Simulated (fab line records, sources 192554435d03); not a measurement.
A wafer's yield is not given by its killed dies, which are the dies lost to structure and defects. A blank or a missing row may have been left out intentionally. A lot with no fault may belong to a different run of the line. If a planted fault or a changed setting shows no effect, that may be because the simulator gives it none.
Matching of chambers | flow n5 finfet | 3 sister chambers for N5_BEOL_M4_ILD_DEP_00 on pecvd-03
The step deposits SiOC from DEMS/O2, target thk 79 nm, time 15.3 s. 6 wafers are shown with their chamber, then 9 later ones without.

WAFERS WITH THEIR CHAMBER
wafer  | chamber | throttle valve pct (%) | showerhead plenum p Torr (Torr)
L086.6 | 1       | 11.0                   | 5.660
L091.2 | 2       | 11.0                   | 5.683
L091.6 | 0       | 13.6                   | 5.711
L092.1 | 0       | 13.8                   | 5.708
L092.2 | 1       | 11.0                   | 5.680
L092.3 | 2       | 11.3                   | 5.687

WAFERS WITHOUT THEIR CHAMBER
wafer  | throttle valve pct (%) | showerhead plenum p Torr (Torr)
L093.2 | 11.0                   | 5.677
L093.4 | 11.1                   | 5.673
L093.5 | 11.1                   | 5.664
L096.2 | 10.9                   | 5.672
L096.4 | 10.9                   | 5.664
L096.5 | 11.3                   | 5.667
L097.3 | 11.0                   | 5.665
L097.4 | 11.3                   | 5.684
L097.5 | 11.0                   | 5.667

CHAMBER TAKEN BY EACH
wafer  | from the rows above     | in truth
L093.2 | can't be placed: 1 or 2 | 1
L093.4 | can't be placed: 1 or 2 | 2
L093.5 | can't be placed: 1 or 2 | 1
L096.2 | can't be placed: 1 or 2 | 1
L096.4 | 1                       | 1
L096.5 | can't be placed: 1 or 2 | 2
L097.3 | can't be placed: 1 or 2 | 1
L097.4 | can't be placed: 2 or 1 | 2
L097.5 | 1                       | 1
Correct placement for 2 of the 9. From these rows, 7 cannot be placed; in 7 the true chamber is one of the candidates. 0 placed wrongly.
How it was worked out, from the rows above alone: a wafer's distance from a chamber is the root of the sum, over the readings, of the square of ((its reading less the chamber's mean) divided by the reading's scatter). If the next closest chamber is less than 2 further off than the closest, the wafer can't be placed; otherwise it belongs to the closest. For every chamber, the mean is computed from those of its wafers that are shown. The scatter: take each reading less its chamber's mean, square it, sum over the shown wafers, divide by the number of wafers less the number of chambers, and take the root.
